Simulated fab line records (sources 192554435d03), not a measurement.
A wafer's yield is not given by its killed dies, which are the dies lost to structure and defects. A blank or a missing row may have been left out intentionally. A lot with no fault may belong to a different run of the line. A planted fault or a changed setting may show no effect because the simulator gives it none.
Matching of chambers / flow n5 finfet / 4 sister chambers for N5_BEOL_M10_DESCUM_33 on rie diel-03
The step chemistry O2, time 7.9 s. 18 wafers are shown with their chamber, then 9 later ones without.

WAFERS PAIRED WITH THEIR CHAMBERS
wafer=L081.1; chamber=1; showerhead plenum p Torr (Torr)=2.04; throttle valve pct (%)=20.05; drypump motor current A (A)=6.4
wafer=L081.4; chamber=0; showerhead plenum p Torr (Torr)=2.03; throttle valve pct (%)=20.29; drypump motor current A (A)=5.1
wafer=L081.6; chamber=0; showerhead plenum p Torr (Torr)=2.03; throttle valve pct (%)=20.25; drypump motor current A (A)=5.1
wafer=L085.1; chamber=1; showerhead plenum p Torr (Torr)=2.03; throttle valve pct (%)=20.07; drypump motor current A (A)=6.3
wafer=L085.4; chamber=0; showerhead plenum p Torr (Torr)=2.03; throttle valve pct (%)=20.29; drypump motor current A (A)=5.0
wafer=L085.6; chamber=0; showerhead plenum p Torr (Torr)=2.03; throttle valve pct (%)=20.29; drypump motor current A (A)=5.1
wafer=L087.3; chamber=1; showerhead plenum p Torr (Torr)=2.03; throttle valve pct (%)=20.07; drypump motor current A (A)=6.3
wafer=L087.4; chamber=2; showerhead plenum p Torr (Torr)=2.17; throttle valve pct (%)=20.91; drypump motor current A (A)=5.5
wafer=L087.6; chamber=1; showerhead plenum p Torr (Torr)=2.03; throttle valve pct (%)=20.06; drypump motor current A (A)=6.3
wafer=L094.1; chamber=2; showerhead plenum p Torr (Torr)=2.17; throttle valve pct (%)=20.94; drypump motor current A (A)=5.4
wafer=L094.2; chamber=3; showerhead plenum p Torr (Torr)=1.98; throttle valve pct (%)=20.71; drypump motor current A (A)=5.9
wafer=L094.3; chamber=1; showerhead plenum p Torr (Torr)=2.03; throttle valve pct (%)=20.08; drypump motor current A (A)=6.3
wafer=L094.4; chamber=1; showerhead plenum p Torr (Torr)=2.03; throttle valve pct (%)=20.09; drypump motor current A (A)=6.3
wafer=L094.5; chamber=3; showerhead plenum p Torr (Torr)=1.98; throttle valve pct (%)=20.69; drypump motor current A (A)=5.9
wafer=L094.6; chamber=2; showerhead plenum p Torr (Torr)=2.17; throttle valve pct (%)=20.94; drypump motor current A (A)=5.5
wafer=L093.3; chamber=2; showerhead plenum p Torr (Torr)=2.17; throttle valve pct (%)=20.95; drypump motor current A (A)=5.5
wafer=L093.4; chamber=2; showerhead plenum p Torr (Torr)=2.17; throttle valve pct (%)=20.94; drypump motor current A (A)=5.5
wafer=L093.6; chamber=3; showerhead plenum p Torr (Torr)=1.98; throttle valve pct (%)=20.71; drypump motor current A (A)=5.9

SIGNATURES, as means of the wafers listed above
reading=showerhead plenum p Torr; chamber 0=2.0300; chamber 1=2.0317; chamber 2=2.1700; chamber 3=1.9800; scatter within a chamber=0.00244
reading=throttle valve pct; chamber 0=20.2800; chamber 1=20.0700; chamber 2=20.9360; chamber 3=20.7033; scatter within a chamber=0.0156
reading=drypump motor current A; chamber 0=5.075; chamber 1=6.317; chamber 2=5.480; chamber 3=5.900; scatter within a chamber=0.0413
Rule: distance of a wafer from a chamber = root of the sum over the readings of ((wafer's reading minus chamber's mean) / reading's scatter) squared. The wafer belongs to the nearest chamber; if the next one is less than 2 further off, it can't be placed. The scatter is the square root of a quotient: the sum, over the shown wafers, of each reading's squared deviation from its chamber's mean, divided by wafers minus chambers.

WAFERS WHOSE CHAMBER IS MISSING
wafer=L096.1; showerhead plenum p Torr (Torr)=2.03; throttle valve pct (%)=20.29; drypump motor current A (A)=5.1
wafer=L096.2; showerhead plenum p Torr (Torr)=1.98; throttle valve pct (%)=20.73; drypump motor current A (A)=5.9
wafer=L096.5; showerhead plenum p Torr (Torr)=2.03; throttle valve pct (%)=20.31; drypump motor current A (A)=5.1
wafer=L097.1; showerhead plenum p Torr (Torr)=2.02; throttle valve pct (%)=20.09; drypump motor current A (A)=6.3
wafer=L097.2; showerhead plenum p Torr (Torr)=1.98; throttle valve pct (%)=20.72; drypump motor current A (A)=5.9
wafer=L097.3; showerhead plenum p Torr (Torr)=2.03; throttle valve pct (%)=20.31; drypump motor current A (A)=5.1
wafer=L097.4; showerhead plenum p Torr (Torr)=2.17; throttle valve pct (%)=20.96; drypump motor current A (A)=5.5
wafer=L097.5; showerhead plenum p Torr (Torr)=2.17; throttle valve pct (%)=20.96; drypump motor current A (A)=5.5
wafer=L097.6; showerhead plenum p Torr (Torr)=1.98; throttle valve pct (%)=20.72; drypump motor current A (A)=5.9

EACH ONE'S CHAMBER
wafer=L096.1; from the rows above=0; in truth=0
wafer=L096.2; from the rows above=3; in truth=3
wafer=L096.5; from the rows above=0; in truth=0
wafer=L097.1; from the rows above=1; in truth=1
wafer=L097.2; from the rows above=3; in truth=3
wafer=L097.3; from the rows above=0; in truth=0
wafer=L097.4; from the rows above=2; in truth=2
wafer=L097.5; from the rows above=2; in truth=2
wafer=L097.6; from the rows above=3; in truth=3
Correct placement for 9 of the 9. Not placeable from these rows: 0. 0 placed wrongly.
